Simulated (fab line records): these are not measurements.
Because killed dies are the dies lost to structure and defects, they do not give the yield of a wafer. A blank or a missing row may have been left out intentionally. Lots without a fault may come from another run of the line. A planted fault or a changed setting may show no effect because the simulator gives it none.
Matching of chambers | flow n5-finfet | rie-diel-05 running N5_BEOL_M4_ETCH_77: 4 sister chambers
The step etches underlayer in N2/H2, target depth 6.5 nm, time 5.2 s. 30 wafers are shown with their chamber, then 12 later ones without.

WAFERS PAIRED WITH THEIR CHAMBERS
wafer  | chamber | throttle-valve-pct (%) | showerhead-plenum-p-Torr (Torr) | etch-rf-on-time-s (s)
L078.1 | 0       | 17.37                  | 2.66                            | 5.02
L078.4 | 3       | 17.47                  | 2.68                            | 5.03
L078.6 | 2       | 17.79                  | 2.58                            | 5.35
L079.2 | 2       | 17.77                  | 2.58                            | 5.33
L079.3 | 3       | 17.48                  | 2.68                            | 5.05
L079.4 | 0       | 17.40                  | 2.66                            | 5.07
L081.1 | 1       | 18.11                  | 2.71                            | 4.99
L081.2 | 3       | 17.47                  | 2.68                            | 5.01
L081.6 | 1       | 18.12                  | 2.71                            | 5.01
L080.2 | 3       | 17.50                  | 2.67                            | 5.03
L080.4 | 2       | 17.78                  | 2.58                            | 5.40
L080.5 | 3       | 17.49                  | 2.68                            | 5.10
L083.1 | 2       | 17.76                  | 2.58                            | 5.42
L083.2 | 1       | 18.15                  | 2.71                            | 4.99
L083.5 | 1       | 18.14                  | 2.71                            | 4.99
L085.2 | 3       | 17.48                  | 2.67                            | 5.07
L085.3 | 1       | 18.13                  | 2.71                            | 5.06
L085.6 | 3       | 17.51                  | 2.67                            | 5.03
L086.3 | 2       | 17.78                  | 2.58                            | 5.39
L086.5 | 1       | 18.12                  | 2.71                            | 4.91
L086.6 | 0       | 17.36                  | 2.65                            | 5.03
L087.1 | 1       | 18.15                  | 2.70                            | 5.03
L087.2 | 0       | 17.38                  | 2.65                            | 5.10
L087.6 | 1       | 18.16                  | 2.70                            | 5.00
L089.1 | 2       | 17.77                  | 2.57                            | 5.32
L089.2 | 0       | 17.37                  | 2.65                            | 5.05
L089.5 | 2       | 17.83                  | 2.57                            | 5.30
L090.2 | 0       | 17.42                  | 2.65                            | 5.13
L090.3 | 2       | 17.80                  | 2.57                            | 5.40
L090.6 | 1       | 18.16                  | 2.70                            | 5.06

SIGNATURES (means of the wafers above)
reading                  | chamber 0 | chamber 1 | chamber 2 | chamber 3 | scatter within a chamber
throttle-valve-pct       | 17.3833   | 18.1378   | 17.7850   | 17.4857   | 0.0197
showerhead-plenum-p-Torr | 2.6533    | 2.7067    | 2.5762    | 2.6757    | 0.00516
etch-rf-on-time-s        | 5.0667    | 5.0044    | 5.3637    | 5.0457    | 0.0415
Rule: a wafer lies at a distance from a chamber equal to the root of the sum of squares, over the readings, of (its reading less the chamber's mean, divided by the reading's scatter). The wafer belongs to the nearest chamber; if the next one is less than 2 further off, it can't be placed. The scatter: take each reading less its chamber's mean, square it, sum over the shown wafers, divide by the number of wafers less the number of chambers, and take the root.

WAFERS WITH NO CHAMBER GIVEN
wafer  | throttle-valve-pct (%) | showerhead-plenum-p-Torr (Torr) | etch-rf-on-time-s (s)
L091.3 | 18.19                  | 2.70                            | 5.07
L091.4 | 17.41                  | 2.65                            | 5.08
L091.6 | 18.16                  | 2.70                            | 5.06
L093.1 | 17.81                  | 2.57                            | 5.31
L093.3 | 17.42                  | 2.64                            | 5.07
L093.6 | 17.83                  | 2.57                            | 5.35
L094.1 | 17.41                  | 2.64                            | 5.11
L094.3 | 18.17                  | 2.70                            | 5.03
L094.4 | 17.85                  | 2.57                            | 5.31
L097.2 | 17.55                  | 2.66                            | 5.05
L097.3 | 17.85                  | 2.56                            | 5.34
L097.6 | 17.55                  | 2.66                            | 4.99

WHICH CHAMBER EACH ONE RAN IN
wafer  | from the rows above | in truth
L091.3 | 1                   | 1
L091.4 | 0                   | 0
L091.6 | 1                   | 1
L093.1 | 2                   | 2
L093.3 | 0                   | 0
L093.6 | 2                   | 2
L094.1 | 0                   | 0
L094.3 | 1                   | 1
L094.4 | 2                   | 2
L097.2 | 3                   | 3
L097.3 | 2                   | 2
L097.6 | 3                   | 3
Correctly placed: 12 of 12. From these rows, 0 cannot be placed. Placed wrongly: 0.
